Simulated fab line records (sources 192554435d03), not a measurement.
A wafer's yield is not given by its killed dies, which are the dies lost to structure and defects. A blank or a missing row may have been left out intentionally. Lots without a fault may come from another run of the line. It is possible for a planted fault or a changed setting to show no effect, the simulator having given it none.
Comparing a struck lot with a sound one | flow n5_finfet | 15 steps out of a route of 1938
Sound: the wafers L995.1, L995.2, L995.3. Struck: wafers L113.4, L113.5 (left out: L113.6, a lot-mate that was not struck); the cause follows at the end.
For every step that has rows: the tool of each side, followed by ch and its chambers, followed by its first start. Under that, the readings that differ: sound wafers | struck wafers | difference of the means | sigmas: that difference in standard deviations of wafers without a fault.
alike: same words and numbers on both sides, and readings whose means sit less than 2 such deviations apart. not compared: any withheld reading, any reading some wafer has no value for, any bound like >300 that may hide the same value, and any number with overlapping values for which the record gives no deviation.
Wherever a step has rows on one side only, a row that says differs or no value, or a row with sigmas, the two part there. Numbers that have no deviation but don't overlap get no sigmas and don't part them. A reading that every wafer of one side lacks parts them only if that side has two wafers or more.

N5_HKMG_FIN_STRIP_93: strips SOC in N2/H2, time 20 s.
  sound on rie_diel-05 ch 0,1,2, day 4 01:16; struck on rie_diel-05 ch 1,3, day 8 13:58
  alike: bias_power_w, drypump_motor_current_A, oes_product_au, power_w, rf_fwd_power_W, rf_vpp_V, showerhead_plenum_p_Torr, throttle_valve_pct
  not compared: rf_hours_counter_h
then, 1 step without rows for these wafers: N5_HKMG_FIN_WET_ETCH_76 (etches Al2O3 in dNH4OH, stops on La2O3, target depth 2.25 nm, rinse time 30 s).
N5_HKMG_FIN_STRIP_60: strips in N2/H2, time 360 s.
  sound on plasma_asher-02 ch 0,1, day 4 01:25; struck on plasma_asher-01 ch 1, day 8 14:14
  alike: drypump_motor_current_A, heater_power_w
  not compared: rf_hours_counter_h
then, 2 steps without rows for these wafers: N5_HKMG_FIN_WET_ETCH_77 (etches La2O3 in dHCl, stops on HfO2, target depth 2 nm); N5_HKMG_FIN_WET_ETCH_78 (etches Al2O3 in dNH4OH, stops on La2O3, target depth 4.5 nm, rinse time 30 s).
N5_HKMG_FIN_ALD_79: deposits TiN, target thk 1.5 nm, pulse time 1 s, purge time 3 s.
  sound on ald_metal-03 ch 0,1,2, day 4 01:55; struck on ald_metal-02 ch 2,3, day 8 14:37
  alike: heater_power_w, precursor_pulse_height_rel
  not compared: ald_cycles
N5_HKMG_FIN_CVD_62: deposits a-Si from Si2H6, target thk 3 nm, time 20.8 s.
  sound on thermal_cvd_si-02 ch 0,1,2, day 4 02:17; struck on thermal_cvd_si-01 ch 1,2, day 8 15:01
  alike: heater_power_w
then, 5 steps without rows for these wafers: N5_HKMG_FIN_RTA_80 (time 2 s); N5_HKMG_FIN_PRECLEAN_64 (cleans in dHF, time 30 s); N5_HKMG_FIN_WET_ETCH_65 (etches a-Si in TMAH, stops on TiN, time 49 s, target depth 3 nm); N5_HKMG_FIN_WET_ETCH_81 (etches TiN in SC1, stops on HfO2, time 57 s, target depth 6 nm); N5_HKMG_FIN_WET_ETCH_82 (etches La2O3 in dHCl, stops on HfO2, target depth 2 nm, rinse time 30 s).
N5_HKMG_FIN_ALD_36: deposits TiN, target thk 1 nm, pulse time 1 s, purge time 3 s.
  sound on ald_metal-02 ch 0,1,2, day 4 02:43; struck on ald_metal-02 ch 2,3, day 8 15:22
  reading    | sound    | struck | difference | sigmas
  ald_cycles | 47 47 47 | 42 42  | -5         |
  alike: heater_power_w, precursor_pulse_height_rel
N5_HKMG_FIN_THK_MEAS_70: measures by xrf.
  struck on film_metro-02, day 8 15:39; sound on film_metro-02, day 4 02:59
  alike: HK_THK
then, 1 step without rows for these wafers: N5_PASSIVATION_PROBE_49.

## WHERE THEY PART
Nowhere in this record.

WHY: what the simulator had put in
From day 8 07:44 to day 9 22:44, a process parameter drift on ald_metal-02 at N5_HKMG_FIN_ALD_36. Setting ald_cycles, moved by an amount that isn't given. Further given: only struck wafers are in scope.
